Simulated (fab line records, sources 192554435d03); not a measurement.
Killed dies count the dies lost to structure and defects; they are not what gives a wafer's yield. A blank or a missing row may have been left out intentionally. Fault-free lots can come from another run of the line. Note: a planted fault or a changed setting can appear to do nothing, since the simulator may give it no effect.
Chamber matching    flow n5-finfet    rie-diel-03 running N5_BEOL_M1_ETCH_69: 4 sister chambers
The step etches SiARC in CF4, target depth 15.6 nm, time 26 s. 18 wafers are shown with their chamber, then 9 later ones without.

WAFERS WITH THEIR CHAMBER
wafer   chamber  showerhead-plenum-p-Torr (Torr)  drypump-motor-current-A (A)  throttle-valve-pct (%)
L076.1  3        2.12                             5.1                          15.78
L076.4  1        2.05                             5.7                          15.78
L076.5  1        2.05                             5.7                          15.78
L079.1  0        2.20                             5.6                          16.02
L079.2  2        2.20                             5.3                          15.87
L079.3  1        2.05                             5.7                          15.79
L080.1  2        2.20                             5.3                          15.87
L080.3  1        2.04                             5.7                          15.79
L080.6  1        2.04                             5.7                          15.78
L084.2  1        2.04                             5.7                          15.80
L084.3  3        2.11                             5.0                          15.79
L084.4  0        2.20                             5.6                          16.04
L087.1  2        2.20                             5.3                          15.89
L087.4  0        2.20                             5.6                          16.06
L087.5  2        2.20                             5.3                          15.90
L089.1  0        2.20                             5.7                          16.06
L089.5  0        2.20                             5.7                          16.07
L089.6  1        2.04                             5.7                          15.84

SIGNATURES (averages over the wafers above)
reading                   chamber 0  chamber 1  chamber 2  chamber 3  scatter within a chamber
showerhead-plenum-p-Torr  2.2000     2.0443     2.2000     2.1150     0.00398
drypump-motor-current-A   5.640      5.700      5.300      5.050      0.0348
throttle-valve-pct        16.0500    15.7943    15.8825    15.7850    0.0191
Rule: distance of a wafer from a chamber = root of the sum over the readings of ((wafer's reading minus chamber's mean) / reading's scatter) squared. If the next closest chamber is less than 2 further off than the closest, the wafer can't be placed; otherwise it belongs to the closest. How the scatter is found: for the shown wafers, subtract from each reading the mean of its chamber, square and add these, divide the total by (wafers less chambers), then take the root.

WAFERS WHOSE CHAMBER IS MISSING
wafer   showerhead-plenum-p-Torr (Torr)  drypump-motor-current-A (A)  throttle-valve-pct (%)
L090.3  2.04                             5.7                          15.83
L090.4  2.11                             5.1                          15.82
L090.6  2.11                             5.1                          15.82
L092.1  2.19                             5.3                          15.93
L092.3  2.11                             5.1                          15.85
L092.4  2.04                             5.7                          15.84
L096.1  2.19                             5.6                          16.11
L096.4  2.03                             5.7                          15.87
L096.5  2.10                             5.0                          15.86

WHICH CHAMBER EACH WENT THROUGH
wafer   from the rows above  in truth
L090.3  1                    1
L090.4  3                    3
L090.6  3                    3
L092.1  2                    2
L092.3  3                    3
L092.4  1                    1
L096.1  0                    0
L096.4  1                    1
L096.5  3                    3
Correctly placed: 9 of 9. Number that these rows cannot place: 0. 0 placed wrongly.
